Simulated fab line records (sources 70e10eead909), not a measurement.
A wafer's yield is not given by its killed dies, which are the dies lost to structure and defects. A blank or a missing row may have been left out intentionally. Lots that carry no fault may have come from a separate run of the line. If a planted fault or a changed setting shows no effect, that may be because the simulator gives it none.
What tool caused it? ; flow nand-harc ; Sampling: 12 lots, 36 wafers, 6 of 1159 route steps

WHAT THE GAUGES SHOWED, per wafer
NHARC_A_M0_THK_MEAS_24: measures by xrf. Usual: thk-nm reads 113.7 nm (standard deviation 1.7).
lot;measured;on;thk-nm (nm);flag
L185;day 17 15:20;film-metro-01;114.4 114.7 115.1;
L187;day 17 22:35;film-metro-02;113.5 114.0 113.6;
L188;day 19 01:42;film-metro-02;114.5 115.4 114.4;
L190;day 20 02:07;film-metro-01;112.9 114.2 118.1;
L192;day 20 09:41;film-metro-02;116.5 112.9 110.4;
L196;day 21 22:15;film-metro-02;113.0 115.5 111.3;
L197;day 21 22:43;film-metro-01;402.0 402.6 400.6 401.5 401.6 399.6;OFF
L198;day 22 04:04;film-metro-01;400.4 396.0 397.8 399.5 395.1 398.8;OFF
L202;day 23 00:14;film-metro-01;112.3 111.0 114.0;
L203;day 23 03:31;film-metro-02;111.8 114.8 115.5;
L205;day 23 11:22;film-metro-02;113.6 111.2 112.4;
L207;day 24 02:49;film-metro-02;113.3 116.8 116.0;

NHARC_END_SORT_01. Usual: defect-limited-yield 95.1 %, standard deviation 1.6; killed-at-array 29, standard deviation 10; killed-at-other 0.7, standard deviation 1.1; killed-at-periphery 3.3, standard deviation 2.4; killed-dies 33, standard deviation 11; killed-open 3.3, standard deviation 2; killed-short 1.9, standard deviation 1.3; sort_bin_2_pct 1.5 %, standard deviation 0.67; sort_bin_3_pct 0.27 %, standard deviation 0.24; sort_bin_4_pct 3.1 %, standard deviation 1.1; sort-n-pass 644, standard deviation 11; sort-rim-yield-pct 97.1 %, standard deviation 2.1; sort-yield-pct 95.1 %, standard deviation 1.6.
lot;measured;on;defect-limited-yield (%);killed-at-array;killed-at-other;killed-at-periphery;killed-dies;killed-open;killed-short;sort_bin_2_pct (%);sort_bin_3_pct (%);sort_bin_4_pct (%);sort-n-pass;sort-rim-yield-pct (%);sort-yield-pct (%);flag
L185;day 19 03:10;prober-02;94.4 94.2 95.7;32 37 29;3 0 0;3 2 0;38 39 29;4 2 0;3 4 0;1.6 1.2 0.6;0.30 0.30 0.30;3.7 4.3 3.4;639 638 648;96.2 99.1 96.2;94.4 94.2 95.7;
L187;day 19 13:31;prober-01;96.3 95.9 97.0;21 26 18;0 0 0;4 2 2;25 28 20;2 4 2;4 5 1;0.1 1.2 0.9;0 0.15 0;3.5 2.8 2.1;652 649 657;99.1 97.2 99.1;96.3 95.9 97.0;
L196;day 23 12:43;prober-01;93.6 93.2 94.8;32 35 29;3 5 1;8 6 5;43 46 35;4 3 3;2 2 2;1.9 1.6 0.9;1.18 0.44 0.15;3.2 4.7 4.1;634 631 642;96.2 96.2 98.1;93.6 93.2 94.8;
L202;day 24 14:37;prober-01;94.2 94.5 95.6;33 32 29;0 0 1;6 5 0;39 37 30;1 2 2;1 1 1;1.3 1.5 2.4;0.15 0.44 0.30;4.3 3.5 1.8;638 640 647;89.6 95.3 97.2;94.2 94.5 95.6;

WHAT TOOL EACH LOT RAN ON (gives the tool, then ch and the chambers of the sampled wafers, and finally the start)
lot;NHARC_A_M0_DESCUM_14;NHARC_A_M0_ETCH_34;NHARC_A_M0_PVD_20;NHARC_A_M0_CMP_23
L185;rie-diel-04 ch 0,2,3, day 17 12:55;rie-diel-04 ch 0,1,2, day 17 13:00;pvd-sputter-03, day 17 15:01 or earlier;cmp-03 ch 0,1,2, day 17 15:01
L187;rie-diel-04 ch 2,3, day 17 20:13;rie-diel-04 ch 0,3, day 17 20:18;pvd-sputter-03, day 17 22:16 or earlier;cmp-03 ch 0,2, day 17 22:16
L188;rie-diel-10 ch 1,2, day 18 23:23;rie-diel-10 ch 1,2, day 18 23:28;pvd-sputter-03, day 19 01:23 or earlier;cmp-04 ch 2,3, day 19 01:23
L190;rie-diel-05 ch 0,1,2, day 19 23:26;rie-diel-05 ch 1,2,3, day 19 23:31;pvd-sputter-03, day 20 01:50 or earlier;cmp-01 ch 0,1,3, day 20 01:50
L192;rie-diel-05 ch 0,3, day 20 07:21;rie-diel-05 ch 0,1,2, day 20 07:26;pvd-sputter-01, day 20 09:22 or earlier;cmp-01 ch 0,3, day 20 09:22
L196;rie-diel-04 ch 0,2,3, day 21 19:56;rie-diel-04 ch 0,2, day 21 20:01;pvd-sputter-01, day 21 21:59 or earlier;cmp-03 ch 1,2,3, day 21 21:59
L197;rie-diel-10 ch 0,1,2, day 21 20:24;rie-diel-10 ch 0,2,3, day 21 20:29;pvd-sputter-03, day 21 22:25 or earlier;cmp-04 ch 0,1,3, day 21 22:25
L198;rie-diel-05 ch 0,1,3, day 22 01:42;rie-diel-05 ch 1,3, day 22 01:48;pvd-sputter-01, day 22 03:47 or earlier;cmp-01 ch 1,2,3, day 22 03:47
L202;rie-diel-10 ch 0,1,3, day 22 21:56;rie-diel-10 ch 0,1,2, day 22 22:01;pvd-sputter-01, day 22 23:56 or earlier;cmp-04 ch 1,2,3, day 22 23:56
L203;rie-diel-04 ch 1,2,3, day 23 01:11;rie-diel-04 ch 1,2,3, day 23 01:15;pvd-sputter-03, day 23 03:14 or earlier;cmp-04 ch 0,1,2, day 23 03:14
L205;rie-diel-04 ch 0,3, day 23 09:01;rie-diel-04 ch 0,1,2, day 23 09:06;pvd-sputter-02, day 23 11:07 or earlier;cmp-04 ch 0,1,2, day 23 11:07
L207;rie-diel-10 ch 1,2,3, day 24 00:30;rie-diel-10 ch 0,1,2, day 24 00:35;pvd-sputter-02, day 24 02:32 or earlier;cmp-01 ch 0,1,3, day 24 02:32
- NHARC_A_M0_DESCUM_14: chemistry O2, time 3 s.
- NHARC_A_M0_ETCH_34: etches the open film in N2/H2, target depth 40 nm, overetch 12 nm, time 43.94 s.
- NHARC_A_M0_PVD_20: deposits TaN, target thk 5 nm, time 8.06 s.
- NHARC_A_M0_CMP_23: polishes, t overpolish 20 s, target thk 113.75 nm.

WHAT THE TOOLS THEMSELVES READ (means of the sampled wafers that have a number; where no wafer has one, the mark that the record gives instead)
NHARC_A_M0_DESCUM_14. Usual: drypump-motor-current-A 6.0 A, standard deviation 0.43; oes-product-au 1.005 a.u., standard deviation 0.013; rf-vpp-V 57.9 V, standard deviation 0.85; showerhead-plenum-p-Torr 1.93 Torr, standard deviation 0.058; throttle-valve-pct 11.311 %, standard deviation 0.0089.
lot;tool;drypump-motor-current-A (A);oes-product-au (a.u.);rf-vpp-V (V);showerhead-plenum-p-Torr (Torr);throttle-valve-pct (%);flag
L185;rie-diel-04;6.3;1.003;58.5;1.92;11.311;
L187;rie-diel-04;6.4;0.991;57.2;1.92;11.305;
L188;rie-diel-10;5.8;1.000;58.0;1.95;11.307;
L190;rie-diel-05;6.1;1.007;59.3;1.98;11.310;
L192;rie-diel-05;5.9;0.998;57.8;1.92;11.304;
L196;rie-diel-04;6.3;1.015;57.7;1.91;11.312;
L197;rie-diel-10;5.8;0.999;57.9;1.95;11.312;
L198;rie-diel-05;5.6;0.996;58.3;1.92;11.309;
L202;rie-diel-10;5.9;1.008;58.5;1.99;11.311;
L203;rie-diel-04;6.3;1.004;57.6;1.90;11.306;
L205;rie-diel-04;6.1;1.017;58.1;1.92;11.307;
L207;rie-diel-10;6.1;1.021;57.5;1.97;11.309;

NHARC_A_M0_ETCH_34. Usual: drypump-motor-current-A 6.0 A, standard deviation 0.43; oes-product-au 1.005 a.u., standard deviation 0.014; rf-vpp-V 431.1 V, standard deviation 1.8; showerhead-plenum-p-Torr 2.06 Torr, standard deviation 0.062; throttle-valve-pct 14.171 %, standard deviation 0.0084.
lot;tool;drypump-motor-current-A (A);oes-product-au (a.u.);rf-vpp-V (V);showerhead-plenum-p-Torr (Torr);throttle-valve-pct (%);flag
L185;rie-diel-04;6.1;1.015;430.2;2.02;14.165;
L187;rie-diel-04;6.1;1.008;431.1;2.05;14.172;
L188;rie-diel-10;5.9;0.999;431.5;2.06;14.174;
L190;rie-diel-05;5.6;1.004;431.0;2.06;14.165;
L192;rie-diel-05;6.1;1.002;432.5;2.11;14.166;
L196;rie-diel-04;6.1;1.021;430.4;2.04;14.179;
L197;rie-diel-10;6.1;0.999;432.0;2.10;14.183;
L198;rie-diel-05;5.2;0.991;429.8;1.99;14.169;
L202;rie-diel-10;5.8;1.005;431.2;2.08;14.181;
L203;rie-diel-04;6.3;1.003;429.1;2.02;14.172;
L205;rie-diel-04;6.1;1.008;429.6;2.02;14.170;
L207;rie-diel-10;5.8;1.011;431.7;2.07;14.165;

NHARC_A_M0_PVD_20. Usual: throttle-valve-pct reads 29.6 % (standard deviation 0.79).
lot;tool;throttle-valve-pct (%);flag
L185;pvd-sputter-03;29.7;
L187;pvd-sputter-03;30.3;
L188;pvd-sputter-03;29.1;
L190;pvd-sputter-03;29.8;
L192;pvd-sputter-01;29.1;
L196;pvd-sputter-01;28.9;
L197;pvd-sputter-03;29.5;
L198;pvd-sputter-01;29.0;
L202;pvd-sputter-01;29.3;
L203;pvd-sputter-03;29.5;
L205;pvd-sputter-02;28.8;
L207;pvd-sputter-02;29.6;

NHARC_A_M0_CMP_23. Usual: edge-zone-pressure-frac 1.000, standard deviation 0.0049; motor-current-A 12.4 A, standard deviation 1.4; time-to-endpoint-s 28 s, standard deviation 3.3.
lot;tool;edge-zone-pressure-frac;motor-current-A (A);time-to-endpoint-s (s);flag
L185;cmp-03;1.000;13.4;25;
L187;cmp-03;0.994;13.8;27;
L188;cmp-04;0.997;10.9;29;
L190;cmp-01;1.003;12.4;31;
L192;cmp-01;0.999;11.5;29;
L196;cmp-03;1.002;12.7;28;
L197;cmp-04;-;-;-;OFF
L198;cmp-01;-;-;-;OFF
L202;cmp-04;1.000;11.5;26;
L203;cmp-04;0.997;11.5;27;
L205;cmp-04;1.000;11.3;22;
L207;cmp-01;1.003;12.3;28;

THE ANSWER, worked out from the rows above alone
Rule: a lot counts as off when the mean over its wafers that have a number is more than 3 standard deviations away from the usual mean. A lot without any number at a reading at which 4 lots or more have one is off too. Any other lot the step has rows for is counted as sound. After the gauges, taken in route order, come the tools' own readings; for these a lot's mean is taken, as printed above. At the first step where some lot is off, the reading lying furthest off is the one used; lots without a number count as furthest.
Off at NHARC_A_M0_THK_MEAS_24 (thk-nm): L197, L198.
If a tool, at a process step before that reading, ran all the lots that are off and no sound lot after the first of them, it fits. The gauges at NHARC_A_M0_THK_MEAS_24 aren't tried: what is off there is off at NHARC_A_M0_CMP_23 too, on other tools, and a gauge's error can't cause that. Because NHARC_A_M0_PVD_20 lacks a start for some lots, the hours and order of its lots are taken from NHARC_A_M0_CMP_23. None of those tried fits.

WHAT THE SIMULATOR HAD PUT IN
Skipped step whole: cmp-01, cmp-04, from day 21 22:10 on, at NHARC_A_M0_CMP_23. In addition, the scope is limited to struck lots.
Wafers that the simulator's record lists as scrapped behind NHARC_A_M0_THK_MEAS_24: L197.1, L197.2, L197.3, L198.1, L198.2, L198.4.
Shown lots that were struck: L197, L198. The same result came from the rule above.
